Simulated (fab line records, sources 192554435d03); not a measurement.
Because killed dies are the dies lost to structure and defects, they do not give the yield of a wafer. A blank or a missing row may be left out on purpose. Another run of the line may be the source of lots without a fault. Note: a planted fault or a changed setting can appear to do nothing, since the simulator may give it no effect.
Split-lot experiment ; flow n5 finfet ; 7 lots, 39 wafers read, on a route of 1938 steps

== ABOUT THE SPLIT ==
At N5_DUMMY_GATE_ETCH_42 (etches SiO2 in CHF3/O2, target depth 3.5 nm, time 31 s), the setting bias w was moved away from the recipe's 12 W on 15 of the 39 wafers read, by -10.6% to +16.3%. For the rest of the wafers, this setting stayed at what the recipe calls for.

The reading is taken at the split's own step.

== THE READING ==
rf vpp V, in V, at N5_DUMMY_GATE_ETCH_42 (etches SiO2 in CHF3/O2, target depth 3.5 nm, time 31 s). Typical for fault-free wafers on this fab line: 42.6 V, with standard deviation 1 V.

wafer;tool, chamber at the split;bias w as run, W;against the recipe;rf vpp V, V;against lot-mates on the recipe
L075.1;rie diel-02, 0;12;recipe;43.0;-
L075.2;rie diel-02, 2;12;recipe;42.1;-
L075.3;rie diel-02, 1;12;recipe;42.7;-
L075.4;rie diel-02, 3;12;recipe;43.5;-
L075.5;rie diel-02, 2;12;recipe;41.0;-
L075.6;rie diel-02, 1;12;recipe;41.7;-
L079.1;rie diel-02, 2;13.64;+13.7%;47.7;+5.2
L079.2;rie diel-02, 3;12;recipe;43.1;-
L079.3;rie diel-02, 1;12;recipe;41.9;-
L079.4;rie diel-02, 0;13.64;+13.7%;47.6;+5.1
L079.5;rie diel-02, 3;13.64;+13.7%;47.0;+4.5
L079.6;rie diel-02, 2;12;recipe;42.4;-
L084.1;rie diel-06, 3;13.5;+12.5%;47.0;+3.7
L084.2;rie diel-06, 1;12;recipe;43.4;-
L084.3;rie diel-06, 0;13.5;+12.5%;45.1;+1.8
L084.4;rie diel-06, 2;12;recipe;44.3;-
L084.5;rie diel-06, 3;13.5;+12.5%;44.0;+0.7
L084.6;rie diel-06, 0;12;recipe;42.2;-
L087.1;rie diel-02, 3;10.73;-10.6%;38.9;-4.1
L087.2;rie diel-02, 0;12;recipe;44.0;-
L087.3;rie diel-02, 3;10.73;-10.6%;40.6;-2.4
L087.4;rie diel-02, 0;12;recipe;41.8;-
L087.5;rie diel-02, 0;12;recipe;43.2;-
L087.6;rie diel-02, 3;10.73;-10.6%;39.3;-3.7
L092.1;rie diel-01, 3;13.96;+16.3%;49.3;+6.8
L092.2;rie diel-01, 1;13.96;+16.3%;46.3;+3.8
L092.3;rie diel-01, 2;13.96;+16.3%;46.9;+4.4
L092.4;rie diel-01, 3;12;recipe;44.5;-
L092.5;rie diel-01, 2;12;recipe;41.7;-
L092.6;rie diel-01, 1;12;recipe;41.3;-
L093.4;rie diel-06, 2;12;recipe;44.0;-
L093.5;rie diel-06, 0;12;recipe;42.5;-
L093.6;rie diel-06, 3;12;recipe;42.5;-
L095.1;rie diel-02, 3;12.83;+6.9%;44.7;+2.6
L095.2;rie diel-02, 1;12.83;+6.9%;43.9;+1.8
L095.3;rie diel-02, 0;12;recipe;41.6;-
L095.4;rie diel-02, 2;12;recipe;42.3;-
L095.5;rie diel-02, 0;12.83;+6.9%;44.7;+2.6
L095.6;rie diel-02, 1;12;recipe;42.5;-

THE FIT
A straight line over all 39 wafers: rf vpp V changes by +0.291 V for each +1% of bias w; r = +0.90; the points scatter about the line by 1 V.
The same after taking each lot's own level away (the mean of its wafers on the recipe; 39 wafers): +0.298 V for each +1%; r = +0.90; scatter 1 V.
That fit puts the effect of the largest move of bias w on the reading at 4.9 V.
The lots' own levels span 42.13 to 43.30 V, that is 1.2 times the standard deviation above.
So the lot-to-lot level changes the slope little: the two slopes agree.
Check: with one of the wafers moved furthest among these (+16.3%) left out of the fit, the line predicts +4.55 V for it against its lot-mates. Against them it came out at +6.8 V.
Tool readings at the split's step, against how far the setting was moved: rf vpp V r = +0.90.

== THE OTHER SPLITS THESE WAFERS WENT THROUGH ==
Note: prior to the reading, these wafers also went through further splits. Each is held against what the fit with the lots' levels taken away leaves over:
other split on the same wafers;wafers away from the commonest value;r with rf vpp V (lot level and that fit taken away)
N5_WELL_APT_EPI_41 target thk a;15;+0.06

== THE FILE'S OWN FIT ==
rf vpp V changes by +0.295 V for each +1% of bias w, r = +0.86.
